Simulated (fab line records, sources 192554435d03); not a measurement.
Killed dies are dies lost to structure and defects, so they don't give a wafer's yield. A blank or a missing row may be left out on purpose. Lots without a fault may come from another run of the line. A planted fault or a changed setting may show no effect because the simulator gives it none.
fab line records | flow n5_finfet
record lots=11 wafers=31 last_day=18
route steps=1938 shown BEOL_M15@1818 MIM_TOP_LITHO@1843 MIM_TOP_ETCH@1851 PASSIVATION@1936
lots that met no fault: from a run of the same line without faults
start_h: hours from the record's first day to the start of the lot's first wafer shown | wait_h: hours since the lot's step before | " the same as in the row above | L1.1+2: a row that stands for several wafers | - no value, or no start given | * or withheld: withheld | < > ~ a bound
route shown NAME@n: a module of which the file shows steps, and the number in the route of the first | usual: mean/standard deviation of fault-free wafers | same: alike in all rows | chamber/n: place in a boat | sites: the reading at each site | _std_site: their standard deviation | _edge_site: outer sites' mean less inner sites' | radius_mm: how far each site lies from the wafer's centre | mask NAME#n: copy n | behind: the tool/chamber that last shaped the wafer | hold: why the lot was held/for how many hours/how that ended | device: the transistor (n, p or np) that didn't switch | end of line: the same wafers' tests at the end of the route | a step without rows: its recipe alone | killed: dies lost to structure and defects at the first sort, not the wafer's yield | map: a wafer's dies, x killed, . not, _ none there
set.NAME: the setting as run; set.NAME@STEP: as run at that earlier step | model.NAME: the simulator's own value behind a step, which no gauge read
steps of the route over a sample of lots; a table a step, a row a wafer
services: from which hour (start_h, from the record's first day; less than 0 if before it) a tool's chamber was out of use, for how many hours, and why
## steps
# step N5_BEOL_M15_PRE_CLEAN_42
# recipe gas=H2/He time_s=30 temp_c=300
# usual heater_power_w=453/41
# columns lot.wafer tool chamber start_h wait_h heater_power_w
L410.1 pvd_sputter-01 - 262.90 0.0 416
L410.4 " - " " 459
L410.5 " - " " 480
L412.1 pvd_sputter-01 - 273.22 0.0 483
L412.5 " - " " 416
L412.6 " - " " 482
L415.1 pvd_sputter-01 - 295.33 0.0 382
L415.2 " - " " 469
L415.5 " - " " 406
L416.3 pvd_sputter-03 - 309.07 0.0 432
L416.6 " - " " 428
L421.1 pvd_sputter-02 - 337.76 0.0 485
L421.5 " - " " 454
L424.3 pvd_sputter-02 - 375.16 0.0 467
L424.4 " - " " 474
L424.6 " - " " 534
L428.2 pvd_sputter-02 - 389.17 0.0 462
L428.4 " - " " 488
L428.5 " - " " 494
L426.1 pvd_sputter-01 - 392.89 0.0 386
L426.3 " - " " 405
L426.4 " - " " 473
L429.3 pvd_sputter-01 - 394.91 0.0 467
L429.5 " - " " 450
L429.6 " - " " 411
L430.1 pvd_sputter-03 - 403.79 0.0 492
L430.4 " - " " 423
L430.5 " - " " 483
L431.1 pvd_sputter-01 - 418.72 0.0 394
L431.5 " - " " 415
L431.6 " - " " 466
# step N5_MIM_TOP_LITHO_EXPOSE_05
# recipe mask_id=MIM_TOP na=0.55 source_shape=conventional sigma_outer=0.8 polarization=unpolarized target_cd_nm=2000 dose_mj=20.5
# same sigma_outer=0.8
# columns lot.wafer tool chamber start_h wait_h mask
L410.1+4+5 krf_scanner-02 0 270.82 - MIM_TOP#0
L412.1+5+6 krf_scanner-02 0 281.23 - MIM_TOP#0
L415.1+2+5 krf_scanner-01 0 299.69 - MIM_TOP#0
L416.3+6 krf_scanner-02 0 313.76 - MIM_TOP#0
L421.1+5 krf_scanner-02 0 343.20 - MIM_TOP#0
L424.3+4+6 krf_scanner-01 0 380.60 - MIM_TOP#0
L428.2+4+5 krf_scanner-01 0 394.11 - MIM_TOP#0
L426.1+3+4 krf_scanner-02 0 400.95 - MIM_TOP#0
L429.3+5+6 krf_scanner-02 0 401.43 - MIM_TOP#0
L430.1+4+5 krf_scanner-01 0 410.30 - MIM_TOP#0
L431.1+5+6 krf_scanner-01 0 423.48 - MIM_TOP#0
# step N5_MIM_TOP_LITHO_CD_MEAS_08
# recipe target_cd_nm=2000 landing_energy_ev=500 detector=se_inlens
# usual cd_nm=1998.3/2.7
# same landing_energy_ev=500
# columns lot.wafer tool chamber start_h wait_h cd_nm
L410.1 cd_sem-03 0 271.00 - 1999.1
L410.4 " 0 " " 1999.2
L410.5 " 0 " " 2002.8
L412.1 cd_sem-03 0 281.41 - 1998.3
L412.5 " 0 " " 1998.8
L412.6 " 0 " " 2000.7
L415.1 cd_sem-01 0 299.86 - 1998.4
L415.2 " 0 " " 1997.1
L415.5 " 0 " " 1996.8
L416.3 cd_sem-01 0 313.93 - 1994.7
L416.6 " 0 " " 1973.8
L421.1 cd_sem-03 0 343.37 - 1978.0
L421.5 " 0 " " 1997.2
L424.3 cd_sem-01 0 380.77 - 1995.2
L424.4 " 0 " " 1997.1
L424.6 " 0 " " 1998.9
L428.2 cd_sem-03 0 394.29 - 1995.3
L428.4 " 0 " " 1996.4
L428.5 " 0 " " 1997.3
L426.1 cd_sem-01 0 401.12 - 1995.6
L426.3 " 0 " " 1998.9
L426.4 " 0 " " 1996.9
L429.3 cd_sem-03 0 401.60 - 2002.2
L429.5 " 0 " " 1996.7
L429.6 " 0 " " 2000.8
L430.1 cd_sem-01 0 410.48 - 1998.4
L430.4 " 0 " " 2001.9
L430.5 " 0 " " 1992.8
L431.1 cd_sem-02 0 423.65 - 2005.0
L431.5 " 0 " " 2000.9
L431.6 " 0 " " 1997.2
# step N5_MIM_TOP_LITHO_INSPECT_12
# recipe mode=adi inspect_instrument=macro
# usual raw_defect_count=2.0/1.4
# columns lot.wafer tool chamber start_h wait_h raw_defect_count
L410.1 defect_inspect-01 - 271.05 0.0 2
L410.4 " - " " 3
L410.5 " - " " 3
L412.1 defect_inspect-02 - 281.46 0.0 3
L412.5 " - " " 3
L412.6 " - " " 3
L415.1 defect_inspect-01 - 299.92 0.0 1
L415.2 " - " " 2
L415.5 " - " " 3
L416.3 defect_inspect-01 - 313.98 0.0 1
L416.6 " - " " 1
L421.1 defect_inspect-02 - 343.43 0.0 1
L421.5 " - " " 6
L424.3 defect_inspect-02 - 380.82 0.0 1
L424.4 " - " " 2
L424.6 " - " " 2
L428.2 defect_inspect-02 - 394.34 0.0 3
L428.4 " - " " 0
L428.5 " - " " 3
L426.1 defect_inspect-01 - 401.18 0.0 2
L426.3 " - " " 2
L426.4 " - " " 4
L429.3 defect_inspect-01 - 401.65 0.0 0
L429.5 " - " " 0
L429.6 " - " " 3
L430.1 defect_inspect-02 - 410.53 0.0 1
L430.4 " - " " 2
L430.5 " - " " 2
L431.1 defect_inspect-02 - 423.71 0.0 1
L431.5 " - " " 2
L431.6 " - " " 2
# step N5_MIM_TOP_ETCH_ETCH_00
# recipe chemistry=Cl2/BCl3 target=TiN target_depth_a=385 ion_energy_ev=150 pressure_mtorr=10 icp_w=1000 bias_w=126 Cl2_flow_sccm=53.25 bcl3_flow_sccm=21.75 Ar_flow_sccm=25
# usual drypump_motor_current_A=5.51/0.2 oes_ar_750_au=0.81/0.077 oes_product_au=0.79/0.071 throttle_valve_pct=22.76/0.17
# columns lot.wafer tool chamber start_h wait_h drypump_motor_current_A oes_ar_750_au oes_product_au rf_hours_counter_h throttle_valve_pct
L410.1 rie_metal-03 1 271.17 0.1 5.48 0.66 0.66 115 23.07
L410.4 " 1 " " 5.47 0.65 0.67 - 23.07
L410.5 " 1 " " 5.47 0.65 0.66 - 23.06
L412.1 rie_metal-02 0 281.61 0.1 5.50 0.89 0.89 5 22.73
L412.5 " 0 " " 5.50 0.90 0.89 - 22.72
L412.6 " 1 " " 5.35 0.90 0.84 - 22.94
L415.1 rie_metal-02 0 300.04 0.1 5.49 0.88 0.87 7 22.72
L415.2 " 1 " " 5.35 0.88 0.84 29 22.93
L415.5 " 0 " " 5.47 0.89 0.87 - 22.74
L416.3 rie_metal-01 0 314.16 0.1 5.83 0.79 0.74 - 22.64
L416.6 " 1 " " 5.58 0.82 0.83 - 22.51
L421.1 rie_metal-02 0 343.55 0.1 5.50 0.86 0.83 11 22.74
L421.5 " 0 " " 5.49 0.85 0.85 - 22.74
L424.3 rie_metal-02 0 380.99 0.1 5.48 0.84 0.84 - 22.75
L424.4 " 1 " " 5.29 0.86 0.83 - 22.92
L424.6 " 1 " " 5.28 0.86 0.83 - 22.94
L428.2 rie_metal-01 1 394.47 0.1 5.59 0.80 0.81 30 22.53
L428.4 " 0 " " 5.87 0.77 0.72 - 22.68
L428.5 " 0 " " 5.90 0.77 0.73 - 22.67
L426.1 rie_metal-02 0 401.30 0.1 5.49 0.83 0.83 15 22.73
L426.3 " 0 " " 5.50 0.83 0.83 - 22.75
L426.4 " 1 " " 5.32 0.85 0.83 - 22.94
L429.3 rie_metal-02 1 401.81 0.1 5.32 0.85 0.82 - 22.95
L429.5 " 0 " " 5.50 0.84 0.82 - 22.76
L429.6 " 1 " " 5.31 0.85 0.82 - 22.93
L430.1 rie_metal-02 0 411.15 0.1 5.50 0.83 0.83 16 22.76
L430.4 " 1 " " 5.30 0.85 0.82 - 22.94
L430.5 " 0 " " 5.50 0.83 0.82 - 22.76
L431.1 rie_metal-03 0 423.83 0.1 5.21 0.72 0.74 53 22.70
L431.5 " 1 " " 5.49 0.91 0.89 - 22.62
L431.6 " 0 " " 5.23 0.72 0.74 - 22.71
# step N5_PASSIVATION_PROBE_49
# usual defect_limited_yield=91.1/1.5 killed_at_M0_to_M3=37/11 killed_at_M4_up=13/5.6 killed_at_contacts=12/5.6 killed_at_front_end=39/11 killed_at_other=4/3.1 killed_dies=105/18 killed_open=69/13 killed_short=35/7.4 sort_bin_5_function=5.1/0.92 sort_bin_6_memory=3.4/0.76 sort_bin_8_speed=0.02/0.11 sort_n_pass=1075/18 sort_yield_pct=91.1/1.5
# same gross_dies=1180 killed_at_back_side=0 sort_bin_4_leakage[%]=0
# columns lot.wafer tool chamber start_h wait_h defect_limited_yield[%] killed_at_M0_to_M3 killed_at_M4_up killed_at_contacts killed_at_front_end killed_at_other killed_dies killed_open killed_short sort_bin_5_function[%] sort_bin_6_memory[%] sort_bin_8_speed[%] sort_n_pass sort_yield_pct[%]
L416.3 prober-02 - 324.51 0.1 88.1 50 22 26 37 6 141 108 32 7.5 4.2 0 1039 88.1
L416.6 prober-02 - 324.66 0.3 92.2 31 7 10 41 3 92 60 31 4.9 2.6 0 1088 92.2
L421.1 prober-01 - 354.93 0.0 91.3 30 17 9 39 8 103 64 39 5.7 2.7 0 1077 91.3
L421.5 prober-01 - 355.13 0.2 93.9 18 16 13 22 3 72 51 21 3.6 2.2 0 1108 93.9
L424.3 prober-02 - 390.29 0.1 91.9 27 11 11 46 1 96 58 38 4.6 3.2 0 1084 91.9
L424.4 prober-02 - 390.34 0.2 91.4 36 16 14 34 1 101 62 37 5.3 3.0 0 1079 91.4
# killed by level:class
L416.3 MOL_CONTACT_COAG:geometric_particle:open=19 STI_FIN_REVEAL:geometric_particle:open=16 BEOL_M4:geometric_particle:open=13 BEOL_M0_SAQP:geometric_particle:open=13 BEOL_M0_SAQP:geometric_particle:short=13 BEOL_M3:geometric_particle:open=9 BEOL_M1:geometric_particle:open=8 MOL_CONTACT_COAG:geometric_particle:short=7
L416.6 STI_FIN_REVEAL:geometric_particle:open=16 BEOL_M1:geometric_particle:open=14 MOL_CONTACT_COAG:geometric_particle:open=7 BEOL_M0_SAQP:geometric_particle:short=6 GATE_CUT:geometric_particle:short=4 BEOL_M0_SAQP:geometric_particle:open=4 STARTING-WAFER:geometric_particle:open=4 FIN_SAQP:geometric_particle:open=3
L421.1 FIN_SAQP:geometric_particle:short=10 FIN_SAQP:geometric_particle:open=10 BEOL_M4:geometric_particle:open=10 BEOL_M0_SAQP:geometric_particle:short=8 BEOL_M0_SAQP:geometric_particle:open=6 MOL_CONTACT_COAG:geometric_particle:short=5 BEOL_M3:geometric_particle:open=5 STARTING-WAFER:geometric_particle:open=5
L421.5 MOL_CONTACT_COAG:geometric_particle:open=11 BEOL_M4:geometric_particle:open=7 BEOL_M1:geometric_particle:open=7 STI_FIN_REVEAL:geometric_particle:open=6 BEOL_M0_SAQP:geometric_particle:short=4 FIN_SAQP:geometric_particle:open=3 BEOL_M3:geometric_particle:open=3 BEOL_M6:geometric_particle:open=3
L424.3 STI_FIN_REVEAL:geometric_particle:open=13 FIN_SAQP:geometric_particle:short=12 FIN_SAQP:geometric_particle:open=9 MOL_CONTACT_COAG:geometric_particle:open=7 BEOL_M4:geometric_particle:open=6 GATE_CUT:geometric_particle:short=6 BEOL_M3:geometric_particle:open=6 BEOL_M0_SAQP:geometric_particle:short=5
L424.4 MOL_CONTACT_COAG:geometric_particle:open=12 BEOL_M0_SAQP:geometric_particle:short=12 GATE_CUT:geometric_particle:short=10 STI_FIN_REVEAL:geometric_particle:open=8 BEOL_M3:geometric_particle:open=7 BEOL_M2:geometric_particle:open=6 BEOL_M4:geometric_particle:open=6 FIN_SAQP:geometric_particle:short=4
## services
# columns tool chamber start_h hours kind
rie_metal-03 0 240.05 54.4 repair
krf_scanner-02 - 258.94 1.0 pm
krf_scanner-02 0 262.65 - calibration
krf_scanner-01 0 273.97 - calibration
krf_scanner-02 - 287.38 0.3 repair
krf_scanner-01 - 296.57 0.8 pm
krf_scanner-01 - 300.44 1.3 pm
pvd_sputter-02 - 311.06 2.8 repair
krf_scanner-02 - 311.72 1.3 pm
rie_metal-01 1 320.81 10.9 repair
rie_metal-03 1 326.35 - clean
rie_metal-03 1 326.35 12.2 scheduled_down
rie_metal-03 1 326.35 12.2 vent_cycle
krf_scanner-02 - 332.64 0.8 pm
rie_metal-02 1 343.36 2.2 repair
krf_scanner-01 - 343.38 1.9 repair
pvd_sputter-03 - 348.61 9.2 repair
krf_scanner-01 - 377.59 0.3 repair
krf_scanner-01 - 378.33 1.0 pm
krf_scanner-01 - 390.37 0.8 pm
pvd_sputter-02 - 408.90 9.1 repair
pvd_sputter-03 - 417.42 3.6 repair
## key
first_sign step=N5_MIM_TOP_LITHO_CD_MEAS_08 reading=cd_nm direction=down sigmas=8.2 usual=1998.3 struck=1975.9
effect none on later readings
met_at N5_MIM_TOP_LITHO_EXPOSE_05
struck_lots L416,L421
struck_wafers L416.6,L421.1
not_acting_at N5_BEOL_M15_PRE_CLEAN_42,N5_MIM_TOP_LITHO_INSPECT_12,N5_MIM_TOP_ETCH_ETCH_00
onset_between 281.23 313.76
fault kind=process_parameter_drift tool=krf_scanner-02 chamber=- onset_h=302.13 steps=N5_MIM_TOP_LITHO_EXPOSE_05 channel=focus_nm offset=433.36 shape=step end_h=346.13 scope=struck_wafers_only
